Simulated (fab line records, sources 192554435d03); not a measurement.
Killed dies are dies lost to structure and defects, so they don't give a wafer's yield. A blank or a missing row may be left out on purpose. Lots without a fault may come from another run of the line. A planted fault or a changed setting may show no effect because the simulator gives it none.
fab line records | flow n5_finfet | part 1 of 2: steps 1 to 5 of 6
record lots=9 wafers=27 last_day=17
route steps=1938 shown HKMG_FIN@439 BEOL_M4@1111 PASSIVATION@1936
lots that met no fault: from a run of the same line without faults
start_h: hours from the record's first day to the start of the lot's first wafer shown | wait_h: hours since the lot's step before | " the same as in the row above | L1.1+2: a row that stands for several wafers | - no value, or no start given | * or withheld: withheld | < > ~ a bound
route shown NAME@n: a module of which the file shows steps, and the number in the route of the first | usual: mean/standard deviation of fault-free wafers | same: alike in all rows | chamber/n: place in a boat | sites: the reading at each site | _std_site: their standard deviation | _edge_site: outer sites' mean less inner sites' | radius_mm: how far each site lies from the wafer's centre | mask NAME#n: copy n | behind: the tool/chamber that last shaped the wafer | hold: why the lot was held/for how many hours/how that ended | device: the transistor (n, p or np) that didn't switch | end of line: the same wafers' tests at the end of the route | a step without rows: its recipe alone | killed: dies lost to structure and defects at the first sort, not the wafer's yield | map: a wafer's dies, x killed, . not, _ none there
set.NAME: the setting as run; set.NAME@STEP: as run at that earlier step | model.NAME: the simulator's own value behind a step, which no gauge read
steps of the route over a sample of lots; a table a step, a row a wafer
services: from which hour (start_h, from the record's first day; less than 0 if before it) a tool's chamber was out of use, for how many hours, and why
## steps
# step N5_HKMG_FIN_STRIP_92
# recipe chemistry=N2/H2 material=SOC time_s=20 power_w=500 temp_c=40 pressure_mtorr=50 rf_frequency_hz=6e+07 bias_power_w=8 h2_frac=0.5 n2_flow_sccm=300 h2_flow_sccm=300
# usual drypump_motor_current_A=5.8/0.37 h2_flow_sccm=300.1/0.91 oes_product_au=0.79/0.11 power_w=499.9/1.4 rf_vpp_V=54.3/0.86 showerhead_plenum_p_Torr=3.40/0.13 throttle_valve_pct=19.08/0.26
# columns lot.wafer tool chamber start_h wait_h drypump_motor_current_A h2_flow_sccm oes_product_au power_w rf_hours_counter_h rf_vpp_V showerhead_plenum_p_Torr throttle_valve_pct
L260.2 rie_diel-05 1 123.00 0.1 5.5 300.5 0.67 502.2 245 54.1 3.31 19.52
L260.3 " 0 " " 5.7 299.4 0.88 498.9 39 54.5 3.56 19.39
L260.4 " 3 " " 5.7 300.7 0.68 498.1 - 55.0 3.31 19.28
L262.1 rie_diel-02 0 135.85 0.1 6.1 300.3 0.69 503.8 248 52.8 3.32 19.62
L262.5 " 2 " " 5.7 300.1 0.80 501.6 - 53.1 3.25 18.95
L262.6 " 1 " " 5.6 301.0 0.70 501.1 - 54.0 3.32 19.06
L263.2 rie_diel-05 2 147.38 0.1 6.0 298.9 0.70 500.4 216 54.0 3.46 19.07
L263.3 " 0 " " 5.8 300.7 0.87 497.8 44 54.5 3.56 19.39
L263.4 " 2 " " 6.0 298.7 0.70 500.1 - 54.2 3.46 19.07
L265.2 rie_diel-05 0 158.34 0.1 5.8 297.7 0.85 499.5 50 54.9 3.56 19.42
L265.4 " 3 " " 5.7 300.5 0.95 498.0 - 53.6 3.30 18.85
L265.5 " 0 " " 5.8 299.0 0.86 500.2 - 54.0 3.56 19.41
L266.3 rie_diel-06 3 167.59 0.1 5.6 301.0 0.66 499.8 246 55.0 3.30 19.37
L266.4 " 0 " " 5.7 301.0 0.69 501.6 248 53.4 3.17 19.14
L266.6 " 2 " " 6.3 300.5 0.97 496.9 - 54.8 3.59 18.69
L267.2 rie_diel-02 0 169.27 0.1 6.1 300.3 0.94 498.6 8 54.4 3.31 19.27
L267.5 " 0 " " 6.1 299.1 0.94 500.5 - 53.7 3.31 19.27
L267.6 " 3 " " 6.6 299.9 0.79 500.0 - 54.4 3.53 18.77
L273.4 rie_diel-06 1 204.02 0.0 5.2 298.2 0.72 502.6 - 55.3 3.46 19.04
L273.5 " 2 " " 6.3 300.1 0.92 501.2 - 54.1 3.58 18.72
L273.6 " 0 " " 5.7 300.2 0.95 500.1 - 54.4 3.57 18.77
L274.2 rie_diel-06 0 209.59 0.1 5.7 299.2 0.94 500.6 14 54.2 3.57 18.78
L274.4 " 0 " " 5.7 298.2 0.94 498.9 - 52.5 3.57 18.79
L274.6 " 2 " " 6.3 300.9 0.90 500.6 - 55.4 3.58 18.73
L275.4 rie_diel-06 0 217.23 0.1 5.7 299.6 0.94 498.9 17 54.6 3.56 18.80
L275.5 " 1 " " 5.2 300.0 0.71 500.3 - 52.6 3.45 19.05
L275.6 " 2 " " 6.3 300.8 0.90 501.0 - 53.9 3.58 18.74
# step N5_HKMG_FIN_STRIP_19
# recipe chemistry=N2/H2 power_w=2500 temp_c=300 h2_frac=0.65 time_s=360 pressure_mtorr=withheld n2_flow_sccm=1750 h2_flow_sccm=3250
# usual drypump_motor_current_A=5.6/0.44 h2_flow_sccm=3249/11 heater_power_w=440/56
# columns lot.wafer tool chamber start_h wait_h drypump_motor_current_A h2_flow_sccm heater_power_w rf_hours_counter_h
L260.2 plasma_asher-01 0 123.14 0.0 5.1 3250 411 91
L260.3 " 1 " " 6.1 3250 405 -
L260.4 " 0 " " 5.1 3258 410 -
L262.1 plasma_asher-01 1 136.03 0.0 6.1 3245 404 94
L262.5 " 1 " " 6.1 3240 393 -
L262.6 " 0 " " 5.1 3248 408 -
L263.2 plasma_asher-02 0 147.53 0.0 5.3 3255 548 54
L263.3 " 0 " " 5.3 3243 550 -
L263.4 " 1 " " 6.0 3258 435 -
L265.2 plasma_asher-01 1 158.49 0.0 6.1 3257 392 97
L265.4 " 0 " " 5.1 3228 411 -
L265.5 " 1 " " 6.1 3252 389 -
L266.3 plasma_asher-01 0 167.95 0.1 5.1 3235 420 -
L266.4 " 1 " " 6.1 3262 391 -
L266.6 " 0 " " 5.1 3246 410 -
L267.2 plasma_asher-02 0 169.42 0.0 5.3 3255 539 58
L267.5 " 1 " " 5.9 3256 429 -
L267.6 " 0 " " 5.3 3228 534 -
L273.4 plasma_asher-02 1 204.26 0.1 5.9 3259 425 -
L273.5 " 1 " " 5.9 3247 418 -
L273.6 " 0 " " 5.3 3231 533 -
L274.2 plasma_asher-01 0 209.74 0.0 5.1 3225 393 108
L274.4 " 0 " " 5.1 3253 413 -
L274.6 " 0 " " 5.1 3248 413 -
L275.4 plasma_asher-02 1 217.50 0.1 5.9 3250 413 -
L275.5 " 0 " " 5.3 3241 530 -
L275.6 " 1 " " 5.9 3253 423 -
# step N5_HKMG_FIN_ALD_91
# recipe material=TiN target_thk_a=10 temp_c=400 ald_precursor_family=TiCl4 ald_co_reactant=NH3 pulse_time_s=1 purge_time_s=3 co_reactant_purge_time_s=2 co_reactant_pulse_time_s=2 ald_cycles=47 pressure_torr=3
# usual heater_power_w=902/130 precursor_pulse_height_rel=1.000/0.021 susceptor_temp_C=400.03/0.21
# columns lot.wafer tool chamber start_h wait_h heater_power_w precursor_pulse_height_rel susceptor_temp_C
L260.2 ald_metal-02 1 123.53 0.3 896 1.005 400.24
L260.3 " 2 " " 1061 0.986 400.08
L260.4 " 3 " " 1099 0.996 399.78
L262.1 ald_metal-02 0 136.42 0.3 846 1.022 399.85
L262.5 " 0 " " 808 1.026 399.82
L262.6 " 3 " " 1098 0.958 400.53
L263.2 ald_metal-02 1 147.91 0.3 931 1.056 399.89
L263.3 " 3 " " 1089 0.997 399.96
L263.4 " 2 " " 1066 0.995 399.82
L265.2 ald_metal-02 2 158.88 0.3 1030 0.985 400.11
L265.4 " 3 " " 843 0.966 356.99
L265.5 " 2 " " 1053 1.019 400.22
L266.3 ald_metal-02 0 168.22 0.1 858 0.993 399.83
L266.4 " 3 " " 831 0.996 356.90
L266.6 " 2 " " 1054 1.050 399.90
L267.2 ald_metal-02 0 169.80 0.3 830 0.975 400.29
L267.5 " 3 " " 812 1.039 356.68
L267.6 " 2 " " 1065 1.000 399.96
L273.4 ald_metal-04 1 204.65 0.3 754 1.029 400.27
L273.5 " 0 " " 728 1.010 400.02
L273.6 " 3 " " 897 1.015 399.83
L274.2 ald_metal-04 3 210.12 0.3 876 0.992 399.97
L274.4 " 1 " " 752 0.990 399.95
L274.6 " 3 " " 884 1.016 399.90
L275.4 ald_metal-04 0 217.76 0.1 720 0.991 399.98
L275.5 " 0 " " 710 1.005 400.27
L275.6 " 3 " " 903 0.958 399.91
# step N5_HKMG_FIN_NWFM_ALD_20
# recipe material=TiAlC target_thk_a=20 temp_c=300 ald_precursor_family=TiCl4 ald_co_reactant=TEA pulse_time_s=3 purge_time_s=2 co_reactant_purge_time_s=2 co_reactant_pulse_time_s=10 ald_cycles=7 pressure_torr=3
# usual heater_power_w=512/66 precursor_pulse_height_rel=1.004/0.021 susceptor_temp_C=300.02/0.19
# columns lot.wafer tool chamber start_h wait_h heater_power_w precursor_pulse_height_rel susceptor_temp_C
L260.2 ald_metal-04 2 124.54 0.3 468 1.031 299.49
L260.3 " 3 " " 506 1.005 300.29
L260.4 " 0 " " 398 0.981 300.02
L262.1 ald_metal-04 3 137.68 0.3 505 0.994 300.12
L262.5 " 0 " " 392 0.982 299.78
L262.6 " 3 " " 499 1.014 299.99
L263.2 ald_metal-02 1 148.92 0.3 505 1.009 299.87
L263.3 " 2 " " 598 0.994 300.39
L263.4 " 3 " " 614 1.041 300.12
L265.2 ald_metal-01 1 159.95 0.3 592 1.007 300.07
L265.4 " 3 " " 546 0.961 300.31
L265.5 " 2 " " 547 0.996 299.86
L266.3 ald_metal-01 2 169.19 0.1 529 1.025 300.05
L266.4 " 3 " " 535 1.001 299.73
L266.6 " 0 " " 499 1.014 300.11
L267.2 ald_metal-02 3 170.78 0.3 616 1.006 300.18
L267.5 " 2 " " 583 1.020 299.96
L267.6 " 3 " " 627 1.015 300.35
L273.4 ald_metal-04 1 205.72 0.2 409 0.979 300.03
L273.5 " 0 " " 392 1.015 300.00
L273.6 " 3 " " 486 1.008 299.96
L274.2 ald_metal-02 0 211.09 0.3 471 0.996 300.40
L274.4 " 2 " " 583 0.992 300.18
L274.6 " 2 " " 590 1.020 300.12
L275.4 ald_metal-04 2 218.74 0.1 456 0.996 299.80
L275.5 " 1 " " 425 1.017 299.88
L275.6 " 0 " " 398 1.031 299.96
# step N5_BEOL_M4_RC_MEAS_101
# usual DIBL_N=36.1/1.3 DIBL_P=36.3/1.4 IOFF_N=0.162/0.024 IOFF_N_85C=3.2/0.39 IOFF_N_LIN=0.075/0.0092 IOFF_N_LONG=5.73e-05/2.5e-06 IOFF_P=0.22/0.033 ION_N=674/9.9 ION_P=464/7.6 SS_N=71.6/0.53 SS_P=73.4/0.55 VT_N=249.4/2.9 VT_N_LONG=273.9/1.8 VT_N_LVT=98.1/2.7 VT_P=-249/3.3
# columns lot.wafer tool chamber start_h wait_h DIBL_N[mV/V] DIBL_P[mV/V] IOFF_N[nA/um] IOFF_N_85C[nA/um] IOFF_N_LIN[nA/um] IOFF_N_LONG[nA/um] IOFF_P[nA/um] ION_N[uA/um] ION_P[uA/um] SS_N[mV/dec] SS_P[mV/dec] VT_N[mV] VT_N_LONG[mV] VT_N_LVT[mV] VT_P[mV]
L260.2 prober-01 0 218.14 1.1 34.5 33.5 0.134 2.7 0.065 5.6e-05 0.20 664 462 71.1 73.3 250.1 275.9 98.9 -252
L260.3 " 0 " " 35.7 34.1 0.153 3.0 0.070 5.7e-05 0.20 668 464 71.3 72.7 248.3 274.8 97.4 -248
L260.4 " 0 " " 36.3 35.7 0.169 3.2 0.079 5.65e-05 0.23 689 473 72.2 73.8 248.7 273.9 94.3 -247
L262.1 prober-02 0 219.99 0.0 34.6 35.5 0.152 3.0 0.072 5.96e-05 0.19 675 457 71.7 73.3 250.7 274.1 96.9 -251
L262.5 " 0 " " 34.7 35.4 0.153 3.1 0.074 6.03e-05 0.19 681 459 71.3 72.9 248.7 274.7 95.3 -253
L262.6 " 0 " " 33.7 34.0 0.144 2.9 0.069 5.97e-05 0.17 670 453 70.4 72.7 249.0 271.8 97.1 -251
L263.2 prober-02 0 225.32 0.2 36.2 36.2 0.166 3.2 0.076 5.75e-05 0.23 671 459 72.4 73.4 247.3 274.5 98.3 -250
L263.3 " 0 " " 36.2 36.2 0.165 3.2 0.076 5.91e-05 0.22 677 466 71.5 72.8 249.8 272.0 98.0 -250
L263.4 " 0 " " 37.2 36.9 0.177 3.4 0.080 5.77e-05 0.23 674 461 72.1 73.6 249.9 275.5 96.6 -247
L266.3 prober-02 0 242.71 0.3 36.8 37.4 0.171 3.3 0.078 6e-05 0.27 670 469 71.9 73.5 248.2 272.5 98.2 -243
L266.4 " 0 " " 36.3 36.5 0.336 5.7 0.156 0.0001067 0.20 712 458 72.0 72.5 229.4 252.9 78.1 -253
L266.6 " 0 " " 35.5 35.1 0.145 2.8 0.067 6e-05 0.22 664 464 72.1 72.8 250.7 273.6 101.8 -249
L265.2 prober-01 0 244.55 0.2 36.6 37.9 0.189 3.5 0.086 5.81e-05 0.28 685 477 71.0 74.2 245.0 273.0 95.6 -242
L265.4 " 0 " " 35.9 36.8 0.378 6.4 0.174 0.0001064 0.21 736 464 71.6 73.8 226.1 251.0 75.9 -250
L265.5 " 0 " " 36.6 37.4 0.191 3.5 0.086 5.82e-05 0.28 695 486 71.3 73.7 247.2 272.6 96.8 -245
L267.2 prober-02 0 255.87 0.2 36.3 37.9 0.187 3.6 0.083 5.69e-05 0.27 687 469 71.6 74.0 245.8 276.9 98.1 -246
L267.5 " 0 " " 35.5 36.5 0.342 5.9 0.151 9.97e-05 0.19 712 451 72.0 73.5 229.4 254.4 79.6 -253
L267.6 " 0 " " 35.6 36.2 0.168 3.2 0.075 5.61e-05 0.23 673 464 71.6 73.6 251.1 275.1 100.3 -246
L274.2 prober-01 0 294.21 0.2 33.7 36.0 0.133 2.7 0.065 5.16e-05 0.19 681 464 70.8 73.6 254.7 278.0 102.9 -249
L274.4 " 0 " " 32.9 35.3 0.117 2.4 0.058 5.18e-05 0.17 660 455 70.8 73.8 253.4 278.4 105.9 -253
L274.6 " 0 " " 33.2 35.2 0.121 2.5 0.059 5.14e-05 0.18 669 458 71.6 72.5 255.0 275.3 105.0 -252
L275.4 prober-01 0 297.02 0.5 36.1 37.0 0.164 3.2 0.074 5.77e-05 0.22 672 464 70.8 73.1 251.3 275.4 96.8 -248
L275.5 " 0 " " 33.7 33.6 0.123 2.5 0.060 5.65e-05 0.18 669 464 70.5 72.3 252.1 274.9 100.4 -251
L275.6 " 0 " " 37.4 37.4 0.182 3.5 0.081 5.74e-05 0.22 674 459 72.0 73.4 246.8 274.6 95.7 -249
L273.4 prober-02 0 301.76 0.5 35.8 34.9 0.142 2.8 0.069 5.86e-05 0.22 675 465 71.0 72.7 249.5 272.3 97.4 -246
L273.5 " 0 " " 33.6 32.3 0.111 2.3 0.056 5.88e-05 0.18 654 461 71.4 72.7 252.1 274.6 102.0 -250
L273.6 " 0 " " 36.4 36.6 0.154 3.0 0.074 5.89e-05 0.24 683 470 71.3 73.4 250.5 273.9 96.7 -246
## key
first_sign step=N5_HKMG_FIN_ALD_91 reading=susceptor_temp_C direction=down sigmas=99+ usual=* struck=*
effect step=N5_BEOL_M4_RC_MEAS_101 reading=IOFF_N_LONG direction=up sigmas=19 usual=5.73e-05 struck=0.0001042
effect step=N5_BEOL_M4_RC_MEAS_101 reading=VT_N_LONG direction=down sigmas=12 usual=273.9 struck=252.8
effect step=N5_BEOL_M4_RC_MEAS_101 reading=IOFF_N_LIN direction=up sigmas=9.2 usual=0.075 struck=0.160
effect step=N5_BEOL_M4_RC_MEAS_101 reading=IOFF_N direction=up sigmas=7.8 usual=0.162 struck=0.352
effect step=N5_BEOL_M4_RC_MEAS_101 reading=VT_N_LVT direction=down sigmas=7.4 usual=98.1 struck=77.9
effect step=N5_BEOL_M4_RC_MEAS_101 reading=IOFF_N_85C direction=up sigmas=7.3 usual=3.2 struck=6.0
effect step=N5_BEOL_M4_RC_MEAS_101 reading=VT_N direction=down sigmas=7.3 usual=249.4 struck=228.3
effect step=N5_BEOL_M4_RC_MEAS_101 reading=ION_N direction=up sigmas=4.6 usual=674 struck=720
effect step=N5_PASSIVATION_PROBE_49 reading=sort_bin_4_leakage direction=up sigmas=29 usual=0 struck=2.49
met_at N5_HKMG_FIN_ALD_91
struck_lots L265,L266,L267
struck_wafers L265.4,L266.4,L267.5
not_acting_at N5_HKMG_FIN_STRIP_92,N5_HKMG_FIN_STRIP_19,N5_HKMG_FIN_NWFM_ALD_20
onset_between 147.91 158.88
fault kind=process_parameter_drift tool=ald_metal-02 chamber=3 onset_h=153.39 steps=N5_HKMG_FIN_ALD_91 channel=temp_c offset=* shape=step end_h=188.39 acts_in=* stated=*
